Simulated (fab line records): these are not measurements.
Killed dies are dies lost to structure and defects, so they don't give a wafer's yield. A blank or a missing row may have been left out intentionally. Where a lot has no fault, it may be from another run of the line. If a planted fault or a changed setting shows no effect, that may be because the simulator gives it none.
The tool behind it: which one? ; flow nand harc ; 13 lots, 39 wafers sampled, at 6 steps of a route of 1302

WHAT THE GAUGES SHOWED, per wafer
NHARC_A_CONTACT_CD_MEAS_42 targets a cd of 300 nm.
lot;measured;on;cd nm (nm)
L617;day 22 04:25;cd sem-01;300.1 300.7 300.1
L618;day 22 04:35;cd sem-01;301.1 300.3 300.8
L615;day 22 04:46;cd sem-01;300.2 299.1 299.7
L619;day 23 08:01;cd sem-03;300.8 300.8 299.9
L625;day 25 22:50;cd sem-01;300.6 299.6 300.0
L628;day 26 08:08;cd sem-01;300.5 300.1 300.0
L632;day 28 14:44;cd sem-01;299.4 300.1 299.9
L635;day 29 13:56;cd sem-02;299.7 300.3 299.9
L633;day 29 14:05;cd sem-03;300.5 299.7 300.0
L634;day 29 19:24;cd sem-01;300.9 300.2 300.7
L636;day 30 14:39;cd sem-03;299.5 299.5 300.6
L637;day 30 15:56;cd sem-03;298.9 298.9 299.8
L638;day 31 00:23;cd sem-02;299.8 300.0 300.3

NHARC_A_CONTACT_INSPECT_44.
lot;measured;on;raw defect count
L617;day 22 04:33;defect inspect-02;64 60 68
L618;day 22 04:43;defect inspect-01;64 58 66
L615;day 22 04:53;defect inspect-02;17 29 31
L619;day 23 08:08;defect inspect-01;110 116 108
L625;day 25 22:58;defect inspect-02;753 772 707
L628;day 26 08:16;defect inspect-01;648 642 736
L632;day 28 14:53;defect inspect-01;40 37 38
L635;day 29 14:03;defect inspect-02;106 104 131
L633;day 29 14:13;defect inspect-01;24 39 29
L634;day 29 19:32;defect inspect-01;30 32 31
L636;day 30 14:46;defect inspect-02;65 69 57
L637;day 30 16:04;defect inspect-01;91 86 72
L638;day 31 00:31;defect inspect-02;56 61 70

NHARC_END_SORT_01.
lot;measured;on;killed at array;killed at other;killed at periphery;killed dies;killed open;killed short
L625;day 28 20:07;prober-01;141 88 130;2 3 1;2 1 1;145 92 132;0 3 4;2 2 1
L628;day 29 07:43;prober-02;111 112 49;0 1 0;3 3 3;114 116 52;5 4 5;0 4 4

EACH LOT AND THE TOOL THAT RAN IT (in order: tool; ch and the chambers of the sampled wafers; start)
lot;NHARC_A_CONTACT_DEP_29;NHARC_A_CONTACT_ETCH_112;NHARC_A_CONTACT_ETCH_114
L617;pecvd-02 ch 0,1, day 22 03:42;har cap etch-03 ch 1, day 22 06:40;har cap etch-03 ch 1, day 22 07:00
L618;pecvd-02 ch 1,2, day 22 03:52;har cap etch-02 ch 0,1, day 22 07:01;har cap etch-02 ch 0,1, day 22 07:22
L615;pecvd-02 ch 0,1,2, day 22 04:06;har cap etch-03 ch 0,1, day 22 09:17;har cap etch-03 ch 0,1, day 22 09:38
L619;pecvd-03 ch 0,2, day 23 07:17;har cap etch-03 ch 0,1, day 23 10:22;har cap etch-03 ch 0,1, day 23 10:42
L625;pecvd-01 ch 0,1, day 25 22:07;har cap etch-01 ch 0,1, day 26 01:02;har cap etch-01 ch 0,1, day 26 01:23
L628;pecvd-01 ch 0,1,2, day 26 07:28;har cap etch-01 ch 0,1, day 26 10:22;har cap etch-01 ch 0,1, day 26 10:42
L632;pecvd-02 ch 0,2, day 28 14:06;har cap etch-01 ch 0,1, day 28 16:57;har cap etch-01 ch 0,1, day 28 17:18
L635;pecvd-02 ch 0,2, day 29 13:07;har cap etch-03 ch 0,1, day 29 16:08;har cap etch-03 ch 0,1, day 29 16:29
L633;pecvd-03 ch 0,1, day 29 13:23;har cap etch-02 ch 0,1, day 29 16:17;har cap etch-02 ch 0,1, day 29 16:38
L634;pecvd-02 ch 1,2, day 29 18:43;har cap etch-03 ch 0,1, day 29 21:44;har cap etch-03 ch 0,1, day 29 22:11
L636;pecvd-03 ch 1,2, day 30 14:04;har cap etch-03 ch 0,1, day 30 16:52;har cap etch-03 ch 0,1, day 30 17:13
L637;pecvd-01 ch 1,2, day 30 15:13;har cap etch-01 ch 0,1, day 30 18:09;har cap etch-01 ch 0,1, day 30 18:29
L638;pecvd-01 ch 1,2, day 30 23:40;har cap etch-03 ch 0,1, day 31 02:36;har cap etch-03 ch 0,1, day 31 02:57
- NHARC_A_CONTACT_DEP_29: deposits SiON, target thk 100 nm.
- NHARC_A_CONTACT_ETCH_112: etches the open film in C4F8/O2/Ar, time 190 s, target depth 1850 nm.
- NHARC_A_CONTACT_ETCH_114: etches the open film in C4F8/O2/Ar, time 190 s, target depth 1850 nm.

AS READ BY THE TOOLS THEMSELVES (means over the sampled wafers that have a number; for cases with no such wafer, the mark the record gives instead)
NHARC_A_CONTACT_DEP_29.
lot;tool;heater power w (W)
L617;pecvd-02;740
L618;pecvd-02;820
L615;pecvd-02;719
L619;pecvd-03;769
L625;pecvd-01;744
L628;pecvd-01;791
L632;pecvd-02;648
L635;pecvd-02;676
L633;pecvd-03;755
L634;pecvd-02;715
L636;pecvd-03;730
L637;pecvd-01;819
L638;pecvd-01;709

THE ANSWER, worked out from the rows above alone
Rule: the lots themselves supply what counts as usual. The widest of any qualifying gaps counts: lots, ordered by their means at a reading, are off when they make up no more than a third of the lots, leave a main group of 4 or more, and stand apart from it by 3 or more times the standard deviation of that group's means. The tables above print the reading to a certain number of digits; a main group whose means all agree to those digits is not used. A lot without any number at a reading at which 4 lots or more have one is off too. Any other lot the step has rows for is counted as sound. After the gauges, taken in route order, come the tools' own readings; for these a lot's mean is taken, as printed above. The first step at which some lot is off is used, and at that step the reading that is off furthest; a lot without a number counts as furthest.
Off, at NHARC_A_CONTACT_INSPECT_44 on raw defect count: L625, L628. The main group has a mean of 62 with a standard deviation of 29.
If a tool, at a process step before that reading, ran all the lots that are off and no sound lot after the first of them, it fits. Gauges at NHARC_A_CONTACT_INSPECT_44: tried the same way as those tools. Of those tried, none fits.

WHAT THE SIMULATOR PUT IN
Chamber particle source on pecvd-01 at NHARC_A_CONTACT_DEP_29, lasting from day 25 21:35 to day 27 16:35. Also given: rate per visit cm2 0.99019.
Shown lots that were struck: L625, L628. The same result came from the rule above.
